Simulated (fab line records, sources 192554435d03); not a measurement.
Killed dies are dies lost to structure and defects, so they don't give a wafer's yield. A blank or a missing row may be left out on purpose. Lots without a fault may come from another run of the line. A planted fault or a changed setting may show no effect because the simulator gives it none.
fab line records | flow n5_finfet
record lots=9 wafers=27 last_day=19
route steps=1938 shown MOL_CONTACT_COAG@546 BEOL_M4@1111 PASSIVATION@1936
lots that met no fault: from a run of the same line without faults
start_h: hours from the record's first day to the start of the lot's first wafer shown | wait_h: hours since the lot's step before | " the same as in the row above | L1.1+2: a row that stands for several wafers | - no value, or no start given | * or withheld: withheld | < > ~ a bound
route shown NAME@n: a module of which the file shows steps, and the number in the route of the first | usual: mean/standard deviation of fault-free wafers | same: alike in all rows | chamber/n: place in a boat | sites: the reading at each site | _std_site: their standard deviation | _edge_site: outer sites' mean less inner sites' | radius_mm: how far each site lies from the wafer's centre | mask NAME#n: copy n | behind: the tool/chamber that last shaped the wafer | hold: why the lot was held/for how many hours/how that ended | device: the transistor (n, p or np) that didn't switch | end of line: the same wafers' tests at the end of the route | a step without rows: its recipe alone | killed: dies lost to structure and defects at the first sort, not the wafer's yield | map: a wafer's dies, x killed, . not, _ none there
set.NAME: the setting as run; set.NAME@STEP: as run at that earlier step | model.NAME: the simulator's own value behind a step, which no gauge read
steps of the route over a sample of lots; a table a step, a row a wafer
services: from which hour (start_h, from the record's first day; less than 0 if before it) a tool's chamber was out of use, for how many hours, and why
## steps
# step N5_MOL_CONTACT_COAG_PRE_CLEAN_141
# recipe gas=H2/He time_s=60 temp_c=300
# usual heater_power_w=442/44
# columns lot.wafer tool chamber start_h wait_h heater_power_w
L466.1 pvd_sputter-01 - 117.27 1.5 367
L466.4 " - " " 426
L466.6 " - " " 369
L467.1 pvd_sputter-03 - 122.87 1.1 429
L467.2 " - " " 412
L467.4 " - " " 453
L471.1 pvd_sputter-02 - 147.38 0.9 491
L471.2 " - " " 419
L471.5 " - " " 487
L472.2 pvd_sputter-03 - 151.65 0.2 456
L472.4 " - " " 423
L472.5 " - " " 476
L477.1 pvd_sputter-03 - 178.59 0.4 433
L477.2 " - " " 454
L477.4 " - " " 419
L478.1 pvd_sputter-03 - 186.06 1.8 455
L478.4 " - " " 458
L478.6 " - " " 422
L482.3 pvd_sputter-02 - 213.11 0.4 422
L482.4 " - " " 363
L482.5 " - " " 374
L483.1 pvd_sputter-03 - 214.07 0.2 476
L483.3 " - " " 428
L483.4 " - " " 458
L485.1 pvd_sputter-01 - 232.47 0.9 414
L485.3 " - " " 366
L485.6 " - " " 487
# step N5_MOL_CONTACT_COAG_CO_FILL_22
# recipe material=Co target_thk_a=200 temp_c=200 precursor=CCTBA/H2 pressure_torr=30
# usual heater_power_w=246/29
# columns lot.wafer tool chamber start_h wait_h heater_power_w
L466.1 cvd_co-02 2 117.45 0.1 234
L466.4 " 1 " " 233
L466.6 " 2 " " 226
L467.1 cvd_co-02 2 123.16 0.2 233
L467.2 " 1 " " 232
L467.4 " 0 " " 257
L471.1 cvd_co-01 0 147.56 0.1 247
L471.2 " 2 " " 201
L471.5 " 1 " " 282
L472.2 cvd_co-02 2 151.83 0.1 233
L472.4 " 2 " " 228
L472.5 " 0 " " 257
L477.1 cvd_co-02 0 178.85 0.2 272
L477.2 " 1 " " 228
L477.4 " 1 " " 232
L478.1 cvd_co-02 1 186.24 0.1 237
L478.4 " 0 " " 258
L478.6 " 2 " " 229
L482.3 cvd_co-01 2 213.29 0.1 202
L482.4 " 2 " " 204
L482.5 " 0 " " 250
L483.1 cvd_co-01 0 214.33 0.1 248
L483.3 " 1 " " 288
L483.4 " 0 " " 249
L485.1 cvd_co-01 2 232.65 0.1 204
L485.3 " 1 " " 287
L485.6 " 0 " " 250
# step N5_MOL_CONTACT_COAG_EXPOSE_81
# recipe mask_id=VG na=0.33 source_shape=annular sigma_inner=0.3 sigma_outer=0.7 polarization=unpolarized defocus_nm=0 dose_mj=59.5
# usual exposure_dose_mJ_cm2=59.48/0.065
# columns lot.wafer tool chamber start_h wait_h mask exposure_dose_mJ_cm2
L466.1 euv_scanner-02 0 125.08 - VG#0 59.56
L466.4 " 0 " " VG#0 59.41
L466.6 " 0 " " VG#0 59.45
L467.1 euv_scanner-02 0 129.11 - VG#0 59.55
L467.2 " 0 " " VG#0 59.51
L467.4 " 0 " " VG#0 59.43
L471.1 euv_scanner-01 0 154.38 - VG#0 59.45
L471.2 " 0 " " VG#0 59.52
L471.5 " 0 " " VG#0 59.44
L472.2 euv_scanner-01 0 158.23 - VG#0 59.52
L472.4 " 0 " " VG#0 59.49
L472.5 " 0 " " VG#0 59.51
L477.1 euv_scanner-01 0 184.98 - VG#0 59.58
L477.2 " 0 " " VG#0 59.65
L477.4 " 0 " " VG#0 59.54
L478.1 euv_scanner-01 0 193.50 - VG#0 59.62
L478.4 " 0 " " VG#0 59.48
L478.6 " 0 " " VG#0 59.51
L482.3 euv_scanner-01 0 223.63 - VG#0 52.34
L482.4 " 0 " " VG#0 52.32
L482.5 " 0 " " VG#0 52.33
L483.1 euv_scanner-01 0 223.67 - VG#0 52.27
L483.3 " 0 " " VG#0 52.29
L483.4 " 0 " " VG#0 52.17
L485.1 euv_scanner-02 0 239.52 - VG#0 59.42
L485.3 " 0 " " VG#0 59.40
L485.6 " 0 " " VG#0 59.41
# step N5_MOL_CONTACT_COAG_CD_MEAS_84
# recipe target_cd_nm=25.1 landing_energy_ev=500 detector=se_inlens polarity=opening
# usual cd_nm=25.17/0.21
# columns lot.wafer tool chamber start_h wait_h cd_nm
L466.1 cd_sem-01 0 125.22 - 25.40
L466.4 " 0 " " 25.52
L466.6 " 0 " " 25.41
L467.1 cd_sem-01 0 129.26 - 25.10
L467.2 " 0 " " 24.91
L467.4 " 0 " " 25.15
L471.1 cd_sem-01 0 154.53 - 25.00
L471.2 " 0 " " 25.43
L471.5 " 0 " " 25.30
L472.2 cd_sem-03 0 158.36 - 24.85
L472.4 " 0 " " 25.38
L472.5 " 0 " " 25.14
L477.1 cd_sem-03 0 185.12 - 24.99
L477.2 " 0 " " 24.54
L477.4 " 0 " " 24.88
L478.1 cd_sem-02 0 193.65 - 25.13
L478.4 " 0 " " 25.36
L478.6 " 0 " " 25.61
L482.3 cd_sem-01 0 223.76 - 22.75
L482.4 " 0 " " 22.45
L482.5 " 0 " " 22.24
L483.1 cd_sem-02 0 223.81 - 22.60
L483.3 " 0 " " 22.34
L483.4 " 0 " " 22.32
L485.1 cd_sem-01 0 239.66 - 25.28
L485.3 " 0 " " 25.45
L485.6 " 0 " " 25.22
# step N5_MOL_CONTACT_COAG_ETCHBACK_132
# recipe chemistry=CHF3 target=SiO2 target_depth_a=100 time_s=6.7 ion_energy_ev=200 pressure_mtorr=30 source_w=610 bias_w=170 Ar_flow_sccm=200 CHF3_flow_sccm=50
# usual drypump_motor_current_A=5.8/0.39 oes_ar_750_au=0.82/0.094 oes_product_au=0.82/0.095 rf_fwd_power_W=602.1/2.8 rf_vpp_V=532/9.4 showerhead_plenum_p_Torr=2.38/0.11 throttle_valve_pct=18.71/0.21
# columns lot.wafer tool chamber start_h wait_h drypump_motor_current_A oes_ar_750_au oes_product_au rf_fwd_power_W rf_hours_counter_h rf_vpp_V showerhead_plenum_p_Torr throttle_valve_pct
L466.1 rie_diel-03 3 125.66 0.1 6.5 0.73 0.74 601.1 165 541 2.36 18.48
L466.4 " 2 " " 5.7 0.69 0.69 603.9 210 530 2.27 18.98
L466.6 " 2 " " 5.7 0.69 0.70 603.5 - 532 2.27 18.97
L467.1 rie_diel-03 1 129.69 0.1 5.5 0.91 0.91 597.2 29 542 2.53 18.73
L467.2 " 0 " " 5.7 0.70 0.69 595.4 247 528 2.25 18.64
L467.4 " 3 " " 6.5 0.72 0.74 603.3 166 543 2.36 18.46
L471.1 rie_diel-05 0 154.99 0.1 5.6 0.79 0.80 600.5 109 515 2.20 18.98
L471.2 " 2 " " 5.6 0.86 0.87 601.7 45 535 2.50 18.49
L471.5 " 3 " " 5.5 0.70 0.70 603.8 - 535 2.45 19.01
L472.2 rie_diel-03 1 158.80 0.1 5.5 0.88 0.90 599.7 42 542 2.52 18.74
L472.4 " 2 " " 5.7 0.68 0.69 602.7 - 531 2.26 18.98
L472.5 " 1 " " 5.4 0.89 0.90 600.8 - 542 2.52 18.72
L477.1 rie_diel-01 0 186.21 0.1 5.6 0.88 0.89 601.9 25 528 2.34 18.67
L477.2 " 2 " " 5.1 0.92 0.93 601.6 17 542 2.32 18.37
L477.4 " 3 " " 6.5 0.89 0.89 602.1 33 540 2.55 19.03
L478.1 rie_diel-01 1 194.19 0.1 5.8 0.89 0.88 602.9 63 521 2.33 18.55
L478.4 " 1 " " 5.8 0.88 0.88 602.7 - 519 2.33 18.56
L478.6 " 0 " " 5.6 0.87 0.88 601.1 - 528 2.34 18.67
L482.3 rie_diel-05 0 224.19 0.1 5.5 0.77 0.77 600.5 131 513 2.19 19.02
L482.4 " 2 " " 5.6 0.82 0.83 603.6 - 535 2.49 18.53
L482.5 " 0 " " 5.6 0.78 0.77 601.8 - 514 2.19 19.01
L483.1 rie_diel-01 1 224.35 0.1 5.8 0.88 0.88 602.0 74 520 2.32 18.56
L483.3 " 3 " " 6.5 0.87 0.88 598.4 47 538 2.54 19.04
L483.4 " 2 " " 5.1 0.90 0.92 598.7 22 543 2.32 18.37
L485.1 rie_diel-05 0 240.18 0.1 5.5 0.77 0.77 599.4 137 513 2.19 19.03
L485.3 " 2 " " 5.6 0.81 0.83 602.7 78 535 2.48 18.57
L485.6 " 3 " " 5.5 0.96 0.96 607.8 - 533 2.44 18.71
# step N5_MOL_CONTACT_COAG_CD_MEAS_137
# recipe target_cd_nm=16
# usual cd_nm=16.0/0.4
# columns lot.wafer tool chamber start_h wait_h cd_nm
L466.1 cd_sem-01 - 126.15 0.0 17.0
L466.4 " - " " 16.1
L466.6 " - " " 15.8
L467.1 cd_sem-02 - 130.18 0.0 16.2
L467.2 " - " " 16.1
L467.4 " - " " 16.5
L471.1 cd_sem-03 - 155.48 0.0 15.8
L471.2 " - " " 16.2
L471.5 " - " " 16.9
L472.2 cd_sem-03 - 159.54 0.0 15.8
L472.4 " - " " 16.2
L472.5 " - " " 16.2
L477.1 cd_sem-03 - 186.70 0.0 15.5
L477.2 " - " " 15.9
L477.4 " - " " 15.4
L478.1 cd_sem-02 - 194.69 0.0 16.0
L478.4 " - " " 16.3
L478.6 " - " " 15.9
L482.3 cd_sem-01 - 224.69 0.0 12.9
L482.4 " - " " 12.8
L482.5 " - " " 12.9
L483.1 cd_sem-02 - 224.84 0.0 13.7
L483.3 " - " " 12.7
L483.4 " - " " 12.9
L485.1 cd_sem-01 - 240.67 0.0 15.5
L485.3 " - " " 15.4
L485.6 " - " " 16.0
# step N5_BEOL_M4_RC_MEAS_101
# usual DIBL_N=36.1/1.6 DIBL_P=35.8/2 IOFF_N=0.157/0.029 IOFF_P=0.21/0.034 ION_N=677/13 ION_P=465/8.1 SS_N=71.3/0.61 SS_P=73.2/0.65 VT_N=249/3.3 VT_P=-250/3.2
# columns lot.wafer tool chamber start_h wait_h DIBL_N[mV/V] DIBL_P[mV/V] IOFF_N[nA/um] IOFF_P[nA/um] ION_N[uA/um] ION_P[uA/um] SS_N[mV/dec] SS_P[mV/dec] VT_N[mV] VT_P[mV]
L466.1 prober-01 0 229.16 0.0 36.8 34.7 0.162 0.22 686 473 71.3 73.4 246 -247
L466.4 " 0 " " 36.6 35.0 0.168 0.23 684 465 71.1 73.3 245 -246
L466.6 " 0 " " 37.4 35.3 0.169 0.23 670 464 71.2 72.9 247 -248
L467.1 prober-02 0 232.10 0.0 36.2 36.1 0.169 0.23 684 462 71.8 73.3 250 -249
L467.2 " 0 " " 38.4 37.5 0.224 0.26 684 466 72.4 74.9 246 -246
L467.4 " 0 " " 38.0 37.2 0.212 0.26 685 470 72.3 74.6 244 -248
L471.1 prober-01 0 257.23 0.0 33.2 31.2 0.101 0.13 667 457 70.6 72.3 255 -259
L471.2 " 0 " " 35.7 34.0 0.127 0.16 663 454 71.1 73.0 255 -256
L471.5 " 0 " " 34.5 32.1 0.107 0.14 642 443 71.7 72.6 258 -259
L472.2 prober-02 0 273.75 0.2 34.7 34.5 0.137 0.19 675 467 71.1 72.2 248 -250
L472.4 " 0 " " 35.7 34.6 0.144 0.18 661 455 71.6 72.4 249 -253
L472.5 " 0 " " 36.0 35.6 0.157 0.20 668 453 72.3 72.8 247 -251
L477.1 prober-01 0 276.90 0.0 38.0 38.6 0.177 0.21 685 464 71.6 73.8 247 -251
L477.2 " 0 " " 34.2 34.1 0.116 0.15 669 459 70.7 71.3 253 -256
L477.4 " 0 " " 36.3 35.9 0.141 0.18 666 455 71.8 72.8 254 -251
L478.1 prober-01 0 292.55 0.3 33.9 34.0 0.114 0.19 666 461 70.4 73.0 253 -250
L478.4 " 0 " " 35.4 34.9 0.128 0.20 654 456 70.9 72.7 254 -251
L478.6 " 0 " " 35.3 35.1 0.133 0.21 672 468 70.9 72.8 252 -250
L485.1 prober-02 0 342.88 0.0 37.4 38.5 0.181 0.25 683 464 72.0 73.1 248 -249
L485.3 " 0 " " 37.5 37.4 0.181 0.24 694 476 72.1 73.9 246 -248
L485.6 " 0 " " 36.9 37.8 0.172 0.24 696 480 71.8 73.8 249 -249
# step N5_PASSIVATION_PROBE_49
# usual killed_at_M0_to_M3=33/11 killed_at_M4_up=14/5 killed_at_contacts=11/7.3 killed_at_front_end=43/12 killed_at_other=4/3.1 killed_dies=106/17 killed_on_rim=14/3.8 killed_open=69/13 killed_short=34/8.7
# same gross_dies=1180 killed_at_back_side=0
# columns lot.wafer tool chamber start_h wait_h killed_at_M0_to_M3 killed_at_M4_up killed_at_contacts killed_at_front_end killed_at_other killed_dies killed_on_rim killed_open killed_short
L471.1 prober-01 - 365.96 0.0 37 24 8 30 3 102 11 66 32
L471.2 prober-01 - 366.01 0.1 40 6 13 24 3 86 17 53 33
L471.5 prober-01 - 366.16 0.2 31 15 19 29 13 107 8 63 43
L483.1 prober-02 - 430.29 0.0 27 17 1037 38 3 1122 145 61 24
L483.3 prober-02 - 430.39 0.1 48 21 1019 39 1 1128 146 60 43
L483.4 prober-02 - 430.44 0.2 18 17 1037 42 9 1123 151 60 38
L482.3 prober-01 - 438.28 0.1 42 16 1041 30 4 1133 148 76 28
L482.4 prober-01 - 438.33 0.2 49 28 1005 31 2 1115 139 92 32
L482.5 prober-01 - 438.38 0.2 40 21 1024 28 2 1115 143 72 16
# killed by level:class
L471.1 BEOL_M0_SAQP:geometric_particle:short=11 BEOL_M0_SAQP:geometric_particle:open=10 STI_FIN_REVEAL:geometric_particle:open=8 MOL_CONTACT_COAG:geometric_particle:open=7 BEOL_M1:geometric_particle:open=6 BEOL_M2:geometric_particle:open=6 BEOL_M8:geometric_particle:open=6 DUMMY_GATE:geometric_particle:open=4
L471.2 MOL_CONTACT_COAG:geometric_particle:open=13 BEOL_M1:geometric_particle:open=9 BEOL_M2:geometric_particle:open=9 BEOL_M0:geometric_particle:short=6 BEOL_M1:geometric_particle:short=6 FIN_SAQP:geometric_particle:open=5 GATE_CUT:geometric_particle:short=4 BEOL_M0_SAQP:geometric_particle:short=4
L471.5 MOL_CONTACT_COAG:geometric_particle:open=12 GATE_CUT:geometric_particle:short=8 MOL_CONTACT_COAG:geometric_particle:short=7 STI_FIN_REVEAL:geometric_particle:open=6 BEOL_M4:geometric_particle:open=6 BEOL_M0_SAQP:geometric_particle:open=5 BEOL_M3:geometric_particle:open=5 BEOL_M1:geometric_particle:short=4
L483.1 MOL_CONTACT_COAG:area_expose=1029 BEOL_M4:geometric_particle:open=9 BEOL_M2:geometric_particle:open=8 HKMG_FIN:area_etch=7 STI_FIN_REVEAL:geometric_particle:open=6 DUMMY_GATE:geometric_particle:open=6 BEOL_M3:geometric_particle:open=6 MOL_CONTACT_COAG:geometric_particle:open=6
L483.3 MOL_CONTACT_COAG:area_expose=1018 BEOL_M0_SAQP:geometric_particle:short=17 BEOL_M2:geometric_particle:open=14 DUMMY_GATE:geometric_particle:open=10 FIN_SAQP:geometric_particle:short=8 BEOL_M4:geometric_particle:open=8 BEOL_M0_SAQP:geometric_particle:open=7 FIN_SAQP:geometric_particle:open=5
L483.4 MOL_CONTACT_COAG:area_expose=1024 FIN_SAQP:geometric_particle:short=13 MOL_CONTACT_COAG:geometric_particle:open=11 BEOL_M4:geometric_particle:open=9 STI_FIN_REVEAL:geometric_particle:open=8 GATE_CUT:geometric_particle:short=6 STARTING-WAFER:geometric_particle:open=4 BEOL_M3:geometric_particle:open=4
L482.3 MOL_CONTACT_COAG:area_expose=1026 MOL_CONTACT_COAG:geometric_particle:open=13 BEOL_M0_SAQP:geometric_particle:open=9 BEOL_M2:geometric_particle:open=8 BEOL_M4:geometric_particle:open=8 STI_FIN_REVEAL:geometric_particle:open=7 BEOL_M0_SAQP:geometric_particle:short=7 DUMMY_GATE:geometric_particle:open=6
L482.4 MOL_CONTACT_COAG:area_expose=988 BEOL_M4:geometric_particle:open=18 MOL_CONTACT_COAG:geometric_particle:open=13 BEOL_M3:geometric_particle:open=11 BEOL_M2:geometric_particle:open=10 BEOL_M0_SAQP:geometric_particle:open=7 STARTING-WAFER:geometric_particle:open=6 FIN_SAQP:geometric_particle:open=6
L482.5 MOL_CONTACT_COAG:area_expose=1020 BEOL_M1:geometric_particle:open=12 BEOL_M4:geometric_particle:open=12 BEOL_M2:geometric_particle:open=10 BEOL_M0_SAQP:geometric_particle:open=7 STI_FIN_REVEAL:geometric_particle:open=5 STARTING-WAFER:geometric_particle:open=5 BEOL_M0_SAQP:geometric_particle:short=4
## services
# columns tool chamber start_h hours kind
cvd_co-01 - 98.53 2.2 repair
euv_scanner-02 - 104.48 1.0 pm
euv_scanner-01 - 115.74 12.0 pm
cvd_co-01 2 115.82 10.5 repair
pvd_sputter-01 - 116.46 0.7 repair
euv_scanner-01 - 127.74 4.6 pm
cvd_co-01 - 133.06 2.0 repair
euv_scanner-01 - 138.73 1.0 pm
cvd_co-02 1 149.02 8.5 repair
cvd_co-02 - 159.69 17.8 repair
euv_scanner-02 - 160.63 1.0 pm
rie_diel-03 2 165.53 5.8 repair
cvd_co-01 - 176.06 0.8 repair
rie_diel-05 0 191.10 10.4 repair
rie_diel-01 2 193.46 18.9 repair
euv_scanner-01 0 194.67 - calibration
euv_scanner-01 - 194.88 1.0 pm
euv_scanner-02 - 200.16 3.8 repair
euv_scanner-01 - 204.83 5.8 pm
cvd_co-02 1 205.50 7.8 repair
rie_diel-03 2 206.92 7.6 repair
euv_scanner-02 - 213.85 12.0 pm
euv_scanner-02 - 225.85 4.6 pm
euv_scanner-02 - 232.63 0.3 repair
## key
first_sign step=N5_MOL_CONTACT_COAG_EXPOSE_81 reading=exposure_dose_mJ_cm2 direction=down sigmas=99+ usual=59.48 struck=52.29
effect step=N5_MOL_CONTACT_COAG_CD_MEAS_84 reading=cd_nm direction=down sigmas=13 usual=25.17 struck=22.45
effect step=N5_MOL_CONTACT_COAG_CD_MEAS_137 reading=cd_nm direction=down sigmas=7.6 usual=16.0 struck=13.0
effect step=N5_PASSIVATION_PROBE_49 reading=killed_at_contacts direction=up sigmas=99+ usual=11 struck=1027
more_kills_born_at N5_MOL_CONTACT_COAG_EXPOSE_81@euv_scanner-01=6105
met_at N5_MOL_CONTACT_COAG_EXPOSE_81
struck_lots L482,L483
later_rows_left_out L482.3,L482.4,L482.5,L483.1,L483.3,L483.4
tester_left_out L482,L483
not_acting_at N5_MOL_CONTACT_COAG_PRE_CLEAN_141,N5_MOL_CONTACT_COAG_CO_FILL_22,N5_MOL_CONTACT_COAG_ETCHBACK_132
onset_between 193.50 223.63
fault kind=process_parameter_drift tool=euv_scanner-01 chamber=- onset_h=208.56 steps=N5_MOL_CONTACT_COAG_EXPOSE_81 channel=dose_mj offset=-7.1911 shape=step acts_in=these_recipes_only stated=59.5
# tester_left_out: of these lots the tester's yield and bins aren't shown, on N5 and GAA mostly nor the transistor test; their killed dies are dies lost to structure and defects alone, not to doping, threshold or leakage, so they don't give the yield
# later_rows_left_out: the simulator's readings of these wafers behind a module that went badly wrong aren't trusted and aren't shown, but for the sort
